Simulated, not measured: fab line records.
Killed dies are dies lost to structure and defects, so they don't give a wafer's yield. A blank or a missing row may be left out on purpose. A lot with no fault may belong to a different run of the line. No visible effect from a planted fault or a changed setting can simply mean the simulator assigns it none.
Which of the tools did it? -- flow n5 finfet -- 10 lots with 30 wafers sampled at 5 steps, on a route of 1938 steps

== WHAT THE GAUGES READ, wafer by wafer ==
N5_BEOL_M15_CD_MEAS_10: target cd 360 nm.
lot,measured,on,cd nm (nm)
L119,day 11 15:26,cd sem-01,362.0 359.4 359.4
L121,day 11 23:05,cd sem-02,361.5 360.7 359.4
L122,day 12 04:08,cd sem-03,359.0 361.9 358.8
L123,day 12 17:22,cd sem-03,359.8 359.5 358.4
L125,day 14 04:23,cd sem-01,358.6 359.3 357.6
L131,day 15 13:57,cd sem-01,360.3 360.6 361.8
L136,day 16 12:15,cd sem-02,357.3 358.0 358.9
L133,day 16 12:41,cd sem-02,356.6 360.2 361.2
L135,day 17 01:51,cd sem-01,362.2 361.4 362.5
L142,day 18 03:10,cd sem-01,358.7 358.7 359.3

N5_BEOL_M15_OVL_MEAS_29.
lot,measured,on,M15_OVL (nm)
L119,day 11 16:56,overlay-01,0 -3 -2
L121,day 12 00:42,overlay-02,1 7 -1
L122,day 12 05:45,overlay-02,6 -2 -4
L123,day 12 19:05,overlay-02,1 6 7
L125,day 14 05:52,overlay-01,8 15 7
L131,day 15 15:34,overlay-02,2 -1 1
L136,day 16 13:58,overlay-01,-2 -4 -13
L133,day 16 14:25,overlay-01,4 6 4
L135,day 17 04:13,overlay-02,-4 -7 0
L142,day 18 04:59,overlay-02,-6 -2 0

N5_BEOL_M15_INSPECT_30: inspects for defects (macro).
lot,measured,on,raw defect count
L119,day 11 16:58,defect inspect-01,2 3 2
L121,day 12 00:43,defect inspect-01,3 2 0
L122,day 12 05:47,defect inspect-01,2 1 0
L123,day 12 19:07,defect inspect-01,1 2 1
L125,day 14 05:53,defect inspect-01,1 1 0
L131,day 15 15:35,defect inspect-02,1 5 4
L136,day 16 13:59,defect inspect-01,>300 >300 >300
L133,day 16 14:27,defect inspect-02,2 0 1
L135,day 17 04:14,defect inspect-02,>300 >300 >300
L142,day 18 05:01,defect inspect-02,3 3 3

== EACH LOT AND THE TOOL THAT RAN IT (in order: tool; ch and the chambers of the sampled wafers; start) ==
lot,N5_BEOL_M15_VIA_ETCH_16,N5_BEOL_M15_ETCH_57
L119,"rie diel-01 ch 0,2,3, day 11 15:37","rie diel-03 ch 0,1,2, day 11 16:08"
L121,"rie diel-04 ch 0,3, day 11 23:16","rie diel-04 ch 0,1,3, day 11 23:46"
L122,"rie diel-01 ch 2,3, day 12 04:19","rie diel-03 ch 0,1,3, day 12 04:49"
L123,"rie diel-01 ch 1,2,3, day 12 17:32","rie diel-04 ch 1,3, day 12 18:10"
L125,"rie diel-01 ch 0,2, day 14 04:33","rie diel-01 ch 1,3, day 14 05:04"
L131,"rie diel-01 ch 0,2,3, day 15 14:07","rie diel-01 ch 1,2, day 15 14:38"
L136,"rie diel-01 ch 0,2,3, day 16 12:26","rie diel-04 ch 1,2,3, day 16 13:02"
L133,"rie diel-03 ch 1,2, day 16 12:55","rie diel-01 ch 0,2, day 16 13:29"
L135,"rie diel-01 ch 2, day 17 02:22","rie diel-04 ch 0,2, day 17 03:24"
L142,"rie diel-03 ch 0,2, day 18 03:23","rie diel-01 ch 1,2,3, day 18 04:04"
- N5_BEOL_M15_VIA_ETCH_16: etches SiO2 in C4F8/O2/Ar, target depth 1792.2 nm.
- N5_BEOL_M15_ETCH_57: etches SOC in N2/H2, time 750 s.

== WHAT THE TOOLS THEMSELVES READ (means of the sampled wafers that have a number; where no wafer has one, the mark that the record gives instead) ==
N5_BEOL_M15_VIA_ETCH_16.
lot,tool,chamber pressure mTorr (mTorr),drypump motor current A (A),oes product au (a.u.),rf vpp V (V),showerhead plenum p Torr (Torr),throttle valve pct (%)
L119,rie diel-01,19.989,5.7,0.70,2216,3.42,30.86
L121,rie diel-04,20.004,5.8,0.66,2278,3.46,30.59
L122,rie diel-01,19.992,6.0,0.71,2201,3.39,30.82
L123,rie diel-01,20.003,5.5,0.66,2221,3.36,30.79
L125,rie diel-01,20.001,5.3,0.64,2238,3.43,30.75
L131,rie diel-01,19.994,5.7,0.68,2215,3.41,30.88
L136,rie diel-01,19.992,5.7,0.67,2215,3.41,30.89
L133,rie diel-03,19.988,6.2,0.66,2149,3.33,30.67
L135,rie diel-01,20.005,5.2,0.61,2244,3.41,30.65
L142,rie diel-03,20.007,6.5,0.65,2183,3.35,30.63

N5_BEOL_M15_ETCH_57.
lot,tool,chamber pressure mTorr (mTorr),drypump motor current A (A),oes product au (a.u.),rf vpp V (V),showerhead plenum p Torr (Torr),throttle valve pct (%)
L119,rie diel-03,29.997,6.1,0.79,522.7,2.51,17.58
L121,rie diel-04,30.026,5.6,0.74,524.5,2.58,17.75
L122,rie diel-03,29.991,6.1,0.77,525.2,2.55,17.61
L123,rie diel-04,30.003,5.4,0.75,525.0,2.59,17.77
L125,rie diel-01,30.002,5.4,0.73,520.4,2.42,17.84
L131,rie diel-01,30.015,5.0,0.68,521.6,2.43,17.81
L136,rie diel-04,29.996,6.0,0.77,523.0,2.51,17.66
L133,rie diel-01,30.011,5.5,0.72,523.3,2.53,17.74
L135,rie diel-04,29.994,6.1,0.76,523.8,2.51,17.52
L142,rie diel-01,29.994,5.5,0.80,524.3,2.56,17.66

== THE ANSWER, worked out from the rows above alone ==
Rule: the usual values come from the lots themselves. The widest of any qualifying gaps counts: lots, ordered by their means at a reading, are off when they make up no more than a third of the lots, leave a main group of 4 or more, and stand apart from it by 3 or more times the standard deviation of that group's means. Not used: any main group whose means are identical at the precision the tables above print for the reading. Also off: a lot with no number at a reading for which 4 or more lots have one. The other lots that the step has rows for count as sound. Order of review: gauges by route order, followed by the tools' own readings, for which a lot's mean as printed above is used. At the first step where some lot is off, the reading lying furthest off is the one used; lots without a number count as furthest.
Off at N5_BEOL_M15_INSPECT_30 (raw defect count): L136, L135. Without a number there: L136, L135. Main group: mean 1.8, sd 0.93.
If a tool, at a process step before that reading, ran all the lots that are off and no sound lot after the first of them, it fits. Those tools and the gauges at N5_BEOL_M15_INSPECT_30 are tried in the same way. Can't be told from this: 2 tools fit, rie diel-01 at N5_BEOL_M15_VIA_ETCH_16, rie diel-04 at N5_BEOL_M15_ETCH_57.

== WHAT HAD BEEN PUT IN BY THE SIMULATOR ==
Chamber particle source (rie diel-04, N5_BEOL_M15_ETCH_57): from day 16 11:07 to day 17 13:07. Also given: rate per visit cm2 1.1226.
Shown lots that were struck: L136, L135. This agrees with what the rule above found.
